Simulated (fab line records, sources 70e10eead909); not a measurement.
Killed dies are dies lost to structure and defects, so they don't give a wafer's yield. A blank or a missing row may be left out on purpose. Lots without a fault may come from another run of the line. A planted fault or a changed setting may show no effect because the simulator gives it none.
Which tool did it? | flow nand_harc | 12 lots, 36 wafers sampled, at 5 steps of a route of 1302

WHAT THE GAUGES READ, wafer by wafer
NHARC_A_START_INSPECT_01. Usual: raw_defect_count 3.8, standard deviation 1.9.
lot  | measured     | on                | raw_defect_count | flag
L189 | day 6 16:07  | defect_inspect-02 | 0 5 3            |
L190 | day 6 17:31  | defect_inspect-02 | 6 5 4            |
L191 | day 7 07:15  | defect_inspect-02 | 3 5 5            |
L192 | day 8 02:23  | defect_inspect-01 | 4 3 5            |
L193 | day 8 05:31  | defect_inspect-01 | 3 4 2            |
L195 | day 8 22:12  | defect_inspect-01 | 1 4 5            |
L196 | day 9 17:55  | defect_inspect-01 | 2 2 1            |
L205 | day 13 08:37 | defect_inspect-01 | 5 5 2            |
L206 | day 13 14:07 | defect_inspect-02 | 5 10 1           |
L207 | day 14 04:58 | defect_inspect-01 | 4 4 3            |
L208 | day 14 09:08 | defect_inspect-02 | 6 3 3            |
L209 | day 14 21:47 | defect_inspect-01 | 4 2 4            |

NHARC_A_ZERO_WELL_CD_MEAS_10: target cd 2000 nm. Usual: cd_nm 2000.4 nm, standard deviation 1.6.
lot  | measured     | on        | cd_nm (nm)           | flag
L189 | day 6 16:58  | cd_sem-02 | 1998.7 1998.4 2000.7 |
L190 | day 6 18:14  | cd_sem-02 | 2002.0 2002.0 2002.6 |
L191 | day 7 08:07  | cd_sem-03 | 2000.9 2000.2 1999.8 |
L192 | day 8 03:14  | cd_sem-01 | 2000.0 2000.2 1999.7 |
L193 | day 8 06:22  | cd_sem-03 | 2003.4 2002.7 2003.4 |
L195 | day 8 23:03  | cd_sem-03 | 2001.4 2000.5 1999.9 |
L196 | day 9 18:46  | cd_sem-03 | 2000.3 2001.7 2001.9 |
L205 | day 13 09:27 | cd_sem-02 | 1999.9 1999.5 2000.4 |
L206 | day 13 14:57 | cd_sem-01 | 2001.6 2000.8 2000.5 |
L207 | day 14 05:49 | cd_sem-01 | 2002.2 2001.1 2001.5 |
L208 | day 14 09:58 | cd_sem-02 | 2001.5 2003.8 2001.9 |
L209 | day 14 22:30 | cd_sem-02 | 2003.8 2003.2 1999.9 |

NHARC_A_SOURCE_PLATE_THK_MEAS_06: measures by ellipsometry. Usual: thk_nm 200.4 nm, standard deviation 2.
lot  | measured     | on            | thk_nm (nm)       | flag
L189 | day 7 15:10  | film_metro-02 | 199.1 201.9 199.1 |
L190 | day 7 15:10  | film_metro-01 | 198.4 199.0 198.4 |
L191 | day 8 05:38  | film_metro-02 | 200.5 199.1 202.9 |
L192 | day 9 01:18  | film_metro-02 | 198.7 200.3 200.0 |
L193 | day 9 06:10  | film_metro-02 | 198.3 197.0 201.0 |
L195 | day 10 00:29 | film_metro-02 | 201.8 200.3 203.4 |
L196 | day 10 15:07 | film_metro-01 | 200.1 197.8 199.6 |
L205 | day 14 11:20 | film_metro-02 | 151.7 150.0 150.5 | OFF
L206 | day 14 11:20 | film_metro-01 | 153.4 149.9 150.2 | OFF
L207 | day 15 03:43 | film_metro-02 | 201.2 202.3 200.9 |
L208 | day 15 09:15 | film_metro-01 | 199.0 197.9 201.5 |
L209 | day 15 21:19 | film_metro-01 | 201.4 203.1 201.5 |

WHICH TOOL RAN EACH LOT (tool, then ch and the chambers of the sampled wafers, then the start)
lot  | NHARC_P_BONDPAD_DEGAS_25     | NHARC_A_SOURCE_PLATE_CVD_03
L189 | pvd_sputter-03, day 6 14:02  | lpcvd_poly-02 ch 0, day 7 04:15
L190 | pvd_sputter-02, day 6 15:23  | lpcvd_poly-02 ch 0, day 7 04:15
L191 | pvd_sputter-01, day 7 05:09  | lpcvd_poly-01 ch 0, day 7 19:12
L192 | pvd_sputter-02, day 8 00:18  | lpcvd_poly-01 ch 0, day 8 14:32
L193 | pvd_sputter-01, day 8 03:26  | lpcvd_poly-01 ch 0, day 8 19:50
L195 | pvd_sputter-01, day 8 20:07  | lpcvd_poly-01 ch 0, day 9 09:59
L196 | pvd_sputter-03, day 9 15:44  | lpcvd_poly-02 ch 0, day 10 04:41
L205 | pvd_sputter-02, day 13 06:28 | lpcvd_poly-01 ch 0, day 13 23:32
L206 | pvd_sputter-01, day 13 12:02 | lpcvd_poly-01 ch 0, day 13 23:32
L207 | pvd_sputter-01, day 14 02:41 | lpcvd_poly-04 ch 0, day 14 17:11
L208 | pvd_sputter-02, day 14 06:55 | lpcvd_poly-04 ch 0, day 14 21:16
L209 | pvd_sputter-02, day 14 19:40 | lpcvd_poly-04 ch 0, day 15 10:01
- NHARC_P_BONDPAD_DEGAS_25: time 60 s.
- NHARC_A_SOURCE_PLATE_CVD_03: deposits poly-Si, target thk 200 nm, time 4000 s.

WHAT THE TOOLS THEMSELVES READ (means of the sampled wafers that have a number; where no wafer has one, the mark that the record gives instead)
NHARC_P_BONDPAD_DEGAS_25. Usual: heater_power_w 454 W, standard deviation 50.
lot  | tool           | heater_power_w (W) | flag
L189 | pvd_sputter-03 | 509                |
L190 | pvd_sputter-02 | 432                |
L191 | pvd_sputter-01 | 463                |
L192 | pvd_sputter-02 | 457                |
L193 | pvd_sputter-01 | 487                |
L195 | pvd_sputter-01 | 483                |
L196 | pvd_sputter-03 | 448                |
L205 | pvd_sputter-02 | 466                |
L206 | pvd_sputter-01 | 453                |
L207 | pvd_sputter-01 | 431                |
L208 | pvd_sputter-02 | 447                |
L209 | pvd_sputter-02 | 449                |

NHARC_A_SOURCE_PLATE_CVD_03. Usual: spike_tc_bottom_C 639.7 C, standard deviation 2.4; spike_tc_centre_C 620.6 C, standard deviation 1.2; spike_tc_lower_C 621.0 C, standard deviation 0.99; spike_tc_top_C 637.5 C, standard deviation 2.2; spike_tc_upper_C 619.1 C, standard deviation 1.2; tube_center_temp_C 620.01 C, standard deviation 0.055.
lot  | tool          | spike_tc_bottom_C (C) | spike_tc_centre_C (C) | spike_tc_lower_C (C) | spike_tc_top_C (C) | spike_tc_upper_C (C) | tube_center_temp_C (C) | flag
L189 | lpcvd_poly-02 | 636.3                 | 620.5                 | 619.8                | 636.1              | 618.8                | 620.02                 |
L190 | lpcvd_poly-02 | 636.3                 | 620.6                 | 620.0                | 636.0              | 618.9                | 620.02                 |
L191 | lpcvd_poly-01 | 643.0                 | 619.8                 | 621.4                | 640.2              | 619.5                | 620.06                 |
L192 | lpcvd_poly-01 | 641.6                 | 620.8                 | 621.7                | 639.8              | 619.6                | 620.01                 |
L193 | lpcvd_poly-01 | 641.5                 | 620.5                 | 620.7                | 639.0              | 620.3                | 619.97                 |
L195 | lpcvd_poly-01 | 641.5                 | 619.2                 | 621.8                | 639.7              | 619.7                | 620.03                 |
L196 | lpcvd_poly-02 | 636.7                 | 620.2                 | 619.6                | 636.9              | 619.6                | 619.97                 |
L205 | lpcvd_poly-01 | 629.0                 | 607.1                 | 609.3                | 628.2              | 607.5                | 607.72                 | OFF
L206 | lpcvd_poly-01 | 629.8                 | 607.2                 | 609.5                | 628.1              | 606.7                | 607.68                 | OFF
L207 | lpcvd_poly-04 | 640.1                 | 621.5                 | 620.7                | 635.0              | 618.9                | 620.00                 |
L208 | lpcvd_poly-04 | 641.0                 | 622.6                 | 621.7                | 635.2              | 617.7                | 620.02                 |
L209 | lpcvd_poly-04 | 639.9                 | 621.6                 | 621.8                | 635.0              | 618.3                | 620.00                 |

THE ANSWER, worked out from the rows above alone
Rule: a lot is off if the mean of its wafers that have a number lies more than 3 standard deviations from the usual mean. A lot without any number at a reading at which 4 lots or more have one is off too. The other lots that the step has rows for count as sound. The gauges are gone through in route order, then the tools' own readings, and for those a lot's mean is taken as printed above. The first step at which some lot is off is used, and at that step the reading that is off furthest; a lot without a number counts as furthest.
Off: L205, L206, at NHARC_A_SOURCE_PLATE_THK_MEAS_06 (thk_nm).
A tool fits if, at a process step before that reading, it ran every lot that is off, and no sound lot after the first of them. The gauges at NHARC_A_SOURCE_PLATE_THK_MEAS_06 aren't tried: what is off there is off at NHARC_A_SOURCE_PLATE_CVD_03 too, on other tools, and a gauge's error can't cause that. One fits: lpcvd_poly-01 at NHARC_A_SOURCE_PLATE_CVD_03. Its last sound lot is L195 (day 9 09:59), its first lot that is off L205 (day 13 23:32): a fault that began between those two fits.
The tool's own readings at NHARC_A_SOURCE_PLATE_CVD_03 bear it out: on the lots that are off they differ by more than 5 times the standard deviation of the sound lots' means. spike_tc_centre_C reads 607.2 C there against 620.7 C on the sound lots; spike_tc_lower_C reads 609.4 C there against 620.9 C on the sound lots; spike_tc_upper_C reads 607.1 C there against 619.1 C on the sound lots; tube_center_temp_C reads 607.70 C there against 620.01 C on the sound lots.

WHAT THE SIMULATOR HAD PUT IN
Process parameter drift: lpcvd_poly-01, from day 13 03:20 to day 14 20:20, at NHARC_A_SOURCE_PLATE_CVD_03. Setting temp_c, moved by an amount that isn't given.
Lots struck among those shown: L205, L206. The rule above found the same.
